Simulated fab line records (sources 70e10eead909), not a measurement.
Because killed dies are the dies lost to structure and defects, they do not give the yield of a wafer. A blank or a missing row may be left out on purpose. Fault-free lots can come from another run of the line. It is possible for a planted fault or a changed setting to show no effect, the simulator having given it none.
Chamber matching || flow nandHarc || NHARC_A_STAIRCASE_DESCUM_168 on rieDiel-11: 4 sister chambers
The step chemistry O2, time 3 s. 4 wafers are shown with their chamber, then 7 later ones without.

WAFERS PAIRED WITH THEIR CHAMBERS
{"wafer": "L083.4", "chamber": 1, "showerheadPlenumPTorr (Torr)": 1.95}
{"wafer": "L089.5", "chamber": 3, "showerheadPlenumPTorr (Torr)": 1.81}
{"wafer": "L090.1", "chamber": 2, "showerheadPlenumPTorr (Torr)": 2.06}
{"wafer": "L090.2", "chamber": 0, "showerheadPlenumPTorr (Torr)": 2.00}

WAFERS MISSING THEIR CHAMBER
{"wafer": "L090.4", "showerheadPlenumPTorr (Torr)": 1.80}
{"wafer": "L094.1", "showerheadPlenumPTorr (Torr)": 1.94}
{"wafer": "L094.3", "showerheadPlenumPTorr (Torr)": 1.80}
{"wafer": "L094.5", "showerheadPlenumPTorr (Torr)": 2.06}
{"wafer": "L096.1", "showerheadPlenumPTorr (Torr)": 2.00}
{"wafer": "L096.4", "showerheadPlenumPTorr (Torr)": 1.80}
{"wafer": "L096.5", "showerheadPlenumPTorr (Torr)": 1.94}

EACH ONE'S CHAMBER
{"wafer": "L090.4", "from the rows above": 3, "in truth": 3}
{"wafer": "L094.1", "from the rows above": 1, "in truth": 1}
{"wafer": "L094.3", "from the rows above": 3, "in truth": 3}
{"wafer": "L094.5", "from the rows above": 2, "in truth": 2}
{"wafer": "L096.1", "from the rows above": 0, "in truth": 0}
{"wafer": "L096.4", "from the rows above": 3, "in truth": 3}
{"wafer": "L096.5", "from the rows above": 1, "in truth": 1}
7 of 7 placed correctly. From these rows, 0 cannot be placed. Placed wrongly: 0.
How it was worked out, from the rows above alone: a wafer's distance from a chamber is the root of the sum, over the readings, of the square of ((its reading less the chamber's mean) divided by the reading's scatter). The wafer belongs to the nearest chamber; if the next one is less than 2 further off, it can't be placed. Each chamber's mean is taken over the wafers shown for it. The scatter: with one shown wafer a chamber, the root of the mean of the squares of how far each hidden wafer lies from its nearest shown one.
